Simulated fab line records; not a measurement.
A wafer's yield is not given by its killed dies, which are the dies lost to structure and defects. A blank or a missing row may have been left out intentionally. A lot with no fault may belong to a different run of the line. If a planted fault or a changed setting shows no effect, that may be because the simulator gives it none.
Which tool was responsible?    flow n5Finfet    Sampling: 9 lots, 27 wafers, 5 of 1938 route steps

WHAT EACH GAUGE READ, for each wafer
N5_BEOL_M4_RC_MEAS_101. Usual: DIBL_N 36.4 mV/V, standard deviation 1.3; DIBL_P 36.5 mV/V, standard deviation 1.7; IOFF_N 0.154 nA/um, standard deviation 0.022; IOFF_P 0.202 nA/um, standard deviation 0.025; ION_N 671 uA/um, standard deviation 9.8; ION_P 460 uA/um, standard deviation 6.8; SS_N 71.6 mV/dec, standard deviation 0.54; SS_P 73.4 mV/dec, standard deviation 0.58; VT_N 250.9 mV, standard deviation 2.8; VT_P -251.4 mV, standard deviation 2.7.
lot   measured      on         DIBL_N (mV/V)   DIBL_P (mV/V)   IOFF_N (nA/um)     IOFF_P (nA/um)     ION_N (uA/um)  ION_P (uA/um)  SS_N (mV/dec)   SS_P (mV/dec)   VT_N (mV)          VT_P (mV)             flag
L158  day 7 23:53   prober-01  39.0 39.4 40.5  37.2 37.7 39.9  0.176 0.183 0.224  0.213 0.222 0.259  686 683 697    469 461 477    73.3 72.5 72.8  74.2 74.1 74.2  247.0 247.6 244.5  -251.2 -249.5 -250.8  
L159  day 8 04:26   prober-02  37.2 34.8 37.4  35.9 33.7 36.4  0.159 0.124 0.168  0.181 0.161 0.194  682 668 674    449 458 452    73.0 71.3 72.1  73.1 73.1 72.9  252.0 255.4 250.2  -252.2 -252.7 -252.2  
L160  day 8 07:36   prober-02  37.7 34.9 37.6  38.0 34.4 37.3  0.170 0.125 0.170  0.216 0.167 0.201  667 657 672    457 453 456    71.6 70.8 71.3  74.3 73.3 74.2  249.1 255.3 251.2  -252.6 -256.2 -253.2  
L164  day 9 13:07   prober-02  37.8 36.2 36.0  37.6 35.6 35.5  0.182 0.152 0.147  0.234 0.199 0.197  680 684 681    470 466 466    71.4 70.8 71.3  73.9 73.4 73.8  247.4 249.2 248.4  -247.5 -249.2 -248.3  
L168  day 10 04:52  prober-01  37.0 36.2 35.5  36.6 35.5 34.2  0.162 0.148 0.134  0.231 0.208 0.188  680 674 671    472 463 462    71.5 71.1 71.2  73.0 72.7 71.7  248.9 249.8 249.6  -249.5 -251.7 -250.8  
L169  day 10 12:19  prober-02  36.7 35.6 36.3  37.2 36.0 37.2  0.154 0.136 0.152  0.200 0.178 0.200  664 664 668    453 461 459    71.4 71.0 71.6  73.1 73.7 73.6  250.5 254.1 250.8  -254.0 -253.2 -250.2  
L171  day 10 14:43  prober-02  36.2 35.1 34.2  36.7 35.4 33.9  0.164 0.143 0.132  0.205 0.187 0.176  681 671 671    464 459 458    71.7 71.8 71.3  72.6 72.5 72.5  250.9 252.5 251.3  -250.8 -251.6 -253.4  
L176  day 12 06:35  prober-02  38.0 37.6 37.0  37.3 37.1 36.4  0.181 0.163 0.157  0.232 0.225 0.221  661 672 671    451 461 463    72.6 72.0 71.7  73.1 73.5 73.4  249.9 252.3 250.5  -248.6 -251.1 -250.3  
L178  day 13 07:52  prober-01  37.1 37.6 37.2  35.6 37.3 37.7  0.163 0.188 0.193  0.198 0.241 0.248  661 676 687    449 463 469    71.9 71.9 71.4  73.7 74.4 73.6  250.8 244.2 246.1  -252.9 -245.9 -245.7  

TOOL THAT RAN EACH LOT (tool first, then ch and the chambers of the sampled wafers, then the start)
lot   N5_GATE_CUT_ETCH_19               N5_GATE_CUT_ETCH_47              N5_GATE_CUT_VAPOR_ETCH_49        N5_MOL_CONTACT_COAG_COAT_104
L158  rieDiel-01 ch 2,3, day 4 13:08    rieMetal-01 ch 0,1, day 4 13:23  rieMetal-01 ch 0,1, day 4 13:26  lithoTrack-05 ch 0, day 4 16:14
L159  rieDiel-01 ch 0,2,3, day 4 20:08  rieMetal-02 ch 0,1, day 4 20:24  rieMetal-02 ch 0,1, day 4 20:28  lithoTrack-03 ch 0, day 5 00:22
L160  rieDiel-04 ch 0,2,3, day 5 00:04  rieMetal-02 ch 0,1, day 5 00:20  rieMetal-02 ch 0,1, day 5 00:23  lithoTrack-02 ch 0, day 5 03:11
L164  rieDiel-03 ch 0,3, day 6 03:44    rieMetal-03 ch 0,1, day 6 04:00  rieMetal-03 ch 0,1, day 6 04:04  lithoTrack-05 ch 0, day 6 06:55
L168  rieDiel-01 ch 0,1, day 6 21:30    rieMetal-01 ch 0,1, day 6 21:45  rieMetal-01 ch 0,1, day 6 21:49  lithoTrack-05 ch 0, day 7 00:37
L169  rieDiel-04 ch 0,2,3, day 7 07:59  rieMetal-02 ch 0,1, day 7 08:14  rieMetal-02 ch 0,1, day 7 08:18  lithoTrack-05 ch 0, day 7 11:06
L171  rieDiel-01 ch 0,3, day 7 17:42    rieMetal-02 ch 1, day 7 17:58    rieMetal-02 ch 1, day 7 18:01    lithoTrack-02 ch 0, day 7 21:09
L176  rieDiel-03 ch 0,1,3, day 8 23:09  rieMetal-03 ch 0, day 8 23:25    rieMetal-03 ch 0, day 8 23:28    lithoTrack-02 ch 0, day 9 02:22
L178  rieDiel-04 ch 0,1, day 9 17:37    rieMetal-01 ch 0, day 9 17:52    rieMetal-01 ch 0, day 9 17:56    lithoTrack-03 ch 0, day 9 20:44
- N5_GATE_CUT_ETCH_19: etches SiNx in CH3F/O2, target depth 53.7 nm, time 76.7 s.
- N5_GATE_CUT_ETCH_47: etches SiO2 in Cl2/BCl3, target depth 10 nm.
- N5_GATE_CUT_VAPOR_ETCH_49: etches TiAlC in BCl3/Cl2.
- N5_MOL_CONTACT_COAG_COAT_104: time 60 s, resist thk 12 nm.

WHAT THE TOOLS THEMSELVES READ (means of the sampled wafers that have a number; where no wafer has one, the mark that the record gives instead)
N5_GATE_CUT_ETCH_19. Usual: drypumpMotorCurrentA 5.5 A, standard deviation 0.4; etchRfOnTimeS 76.3 s, standard deviation 1; oes_o_777_au 0.81 a.u., standard deviation 0.085; oesProductAu 0.70 a.u., standard deviation 0.077; rfVppV 298 V, standard deviation 3.2; showerheadPlenumPTorr 2.03 Torr, standard deviation 0.075; throttleValvePct 16.33 %, standard deviation 0.26.
lot   tool        drypumpMotorCurrentA (A)  etchRfOnTimeS (s)  oes_o_777_au (a.u.)  oesProductAu (a.u.)  rfVppV (V)  showerheadPlenumPTorr (Torr)  throttleValvePct (%)  flag
L158  rieDiel-01  5.5                       74.8               0.78                 0.68                 298         2.01                          16.41                 
L159  rieDiel-01  5.3                       75.4               0.84                 0.73                 300         2.05                          16.33                 
L160  rieDiel-04  6.0                       76.7               0.71                 0.61                 299         2.02                          16.52                 
L164  rieDiel-03  5.1                       76.7               0.76                 0.66                 293         1.92                          16.56                 
L168  rieDiel-01  5.6                       76.6               0.89                 0.76                 301         2.12                          15.96                 
L169  rieDiel-04  6.0                       76.7               0.70                 0.60                 298         2.01                          16.55                 
L171  rieDiel-01  5.2                       76.2               0.88                 0.74                 299         2.09                          16.25                 
L176  rieDiel-03  5.3                       77.0               0.80                 0.68                 294         1.96                          16.46                 
L178  rieDiel-04  5.7                       76.4               0.76                 0.66                 301         1.98                          16.22                 

N5_GATE_CUT_ETCH_47. Usual: drypumpMotorCurrentA 5.6 A, standard deviation 0.41; oesProductAu 0.82 a.u., standard deviation 0.092; throttleValvePct 22.72 %, standard deviation 0.23.
lot   tool         drypumpMotorCurrentA (A)  oesProductAu (a.u.)  throttleValvePct (%)  flag
L158  rieMetal-01  5.8                       0.86                 22.83                 
L159  rieMetal-02  5.7                       0.83                 22.87                 
L160  rieMetal-02  5.7                       0.83                 22.87                 
L164  rieMetal-03  5.7                       0.84                 22.59                 
L168  rieMetal-01  5.8                       0.82                 22.85                 
L169  rieMetal-02  5.3                       0.73                 22.85                 
L171  rieMetal-02  6.0                       0.89                 22.93                 
L176  rieMetal-03  5.3                       0.88                 22.26                 
L178  rieMetal-01  5.3                       0.88                 22.64                 

N5_GATE_CUT_VAPOR_ETCH_49. Usual: drypumpMotorCurrentA 5.6 A, standard deviation 0.41; oesProductAu 0.82 a.u., standard deviation 0.092.
lot   tool         drypumpMotorCurrentA (A)  oesProductAu (a.u.)  flag
L158  rieMetal-01  5.8                       0.86                 
L159  rieMetal-02  5.6                       0.82                 
L160  rieMetal-02  5.6                       0.83                 
L164  rieMetal-03  5.7                       0.83                 
L168  rieMetal-01  5.8                       0.83                 
L169  rieMetal-02  5.3                       0.74                 
L171  rieMetal-02  6.0                       0.89                 
L176  rieMetal-03  5.3                       0.87                 
L178  rieMetal-01  5.3                       0.88                 

N5_MOL_CONTACT_COAG_COAT_104. Usual: exhaustPa 44.9 Pa, standard deviation 0.94; spinSpeedRpm 1500.0 rpm, standard deviation 1.2.
lot   tool           exhaustPa (Pa)  spinSpeedRpm (rpm)  flag
L158  lithoTrack-05  45.1            1498.9              
L159  lithoTrack-03  44.1            1499.2              
L160  lithoTrack-02  45.4            1499.6              
L164  lithoTrack-05  44.3            1499.3              
L168  lithoTrack-05  44.0            1431.8              OFF
L169  lithoTrack-05  44.3            1434.0              OFF
L171  lithoTrack-02  44.4            1501.3              
L176  lithoTrack-02  43.2            1502.0              
L178  lithoTrack-03  45.9            1500.7              

THE ANSWER, worked out from the rows above alone
Rule: take the mean of a lot's wafers that have a number; if it is more than 3 standard deviations from the usual mean, the lot is off. Also off: a lot with no number at a reading for which 4 or more lots have one. All remaining lots with rows at the step are treated as sound. The gauges are gone through in route order, then the tools' own readings, and for those a lot's mean is taken as printed above. At the first step where some lot is off, the reading lying furthest off is the one used; lots without a number count as furthest.
Off: L168, L169 (N5_MOL_CONTACT_COAG_COAT_104, spinSpeedRpm).
A tool fits if, at that step or a process step before it, it ran every lot that is off, and no sound lot after the first of them. One candidate fits, namely lithoTrack-05 at N5_MOL_CONTACT_COAG_COAT_104. Its last sound lot is L164 (day 6 06:55), its first lot that is off L168 (day 7 00:37): a fault that began between those two fits.
The tool's own readings at N5_MOL_CONTACT_COAG_COAT_104 bear it out: on the lots that are off they differ by more than 5 times the standard deviation of the sound lots' means. spinSpeedRpm reads 1432.9 rpm there against 1500.1 rpm on the sound lots.

WHAT THE SIMULATOR HAD INSERTED
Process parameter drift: lithoTrack-05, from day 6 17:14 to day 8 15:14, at N5_MOL_CONTACT_COAG_COAT_104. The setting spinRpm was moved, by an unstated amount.
Shown lots that were struck: L168, L169. Same finding as the rule above.
